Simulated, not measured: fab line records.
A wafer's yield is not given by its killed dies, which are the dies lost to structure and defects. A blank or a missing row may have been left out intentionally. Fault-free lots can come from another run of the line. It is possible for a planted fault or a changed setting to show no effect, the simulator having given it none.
Matching of chambers :: flow n5_finfet :: N5_GATE_CUT_SAC_CAP_01 on ald_sin-02: 4 sister chambers
The step material SiNx, target thk 24 nm, pulse time 1 s, ald cycles 480. 7 wafers are shown with their chamber, then 7 later ones without.

## WAFERS PAIRED WITH THEIR CHAMBERS
wafer: L090.1
chamber: 1
heater_power_w (W): 855
precursor_pulse_height_rel: 1.006

wafer: L090.3
chamber: 3
heater_power_w (W): 925
precursor_pulse_height_rel: 1.012

wafer: L090.4
chamber: 0
heater_power_w (W): 1012
precursor_pulse_height_rel: 0.988

wafer: L090.5
chamber: 2
heater_power_w (W): 898
precursor_pulse_height_rel: 0.980

wafer: L090.6
chamber: 1
heater_power_w (W): 846
precursor_pulse_height_rel: 1.006

wafer: L092.1
chamber: 2
heater_power_w (W): 906
precursor_pulse_height_rel: 1.003

wafer: L092.2
chamber: 3
heater_power_w (W): 933
precursor_pulse_height_rel: 0.998

## WAFERS WITH NO CHAMBER GIVEN
wafer: L092.3
heater_power_w (W): 882
precursor_pulse_height_rel: 0.988

wafer: L095.2
heater_power_w (W): 887
precursor_pulse_height_rel: 0.976

wafer: L095.3
heater_power_w (W): 924
precursor_pulse_height_rel: 1.041

wafer: L095.4
heater_power_w (W): 1014
precursor_pulse_height_rel: 0.999

wafer: L097.2
heater_power_w (W): 856
precursor_pulse_height_rel: 0.975

wafer: L097.4
heater_power_w (W): 899
precursor_pulse_height_rel: 1.008

wafer: L097.5
heater_power_w (W): 1012
precursor_pulse_height_rel: 1.008

## WHICH CHAMBER EACH ONE RAN IN
wafer: L092.3
from the rows above: 2
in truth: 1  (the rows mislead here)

wafer: L095.2
from the rows above: 2
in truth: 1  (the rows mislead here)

wafer: L095.3
from the rows above: 3
in truth: 3

wafer: L095.4
from the rows above: 0
in truth: 0

wafer: L097.2
from the rows above: 1
in truth: 1

wafer: L097.4
from the rows above: 2
in truth: 2

wafer: L097.5
from the rows above: 0
in truth: 0
Placed correctly: 5 of 7. From these rows, 0 cannot be placed. Placed wrongly: 2.
How it was worked out, from the rows above alone: a wafer's distance from a chamber is the root of the sum, over the readings, of the square of ((its reading less the chamber's mean) divided by the reading's scatter). The wafer belongs to the nearest chamber; if the next one is less than 2 further off, it can't be placed. Each chamber's mean is taken over the wafers shown for it. How the scatter is found: for the shown wafers, subtract from each reading the mean of its chamber, square and add these, divide the total by (wafers less chambers), then take the root.
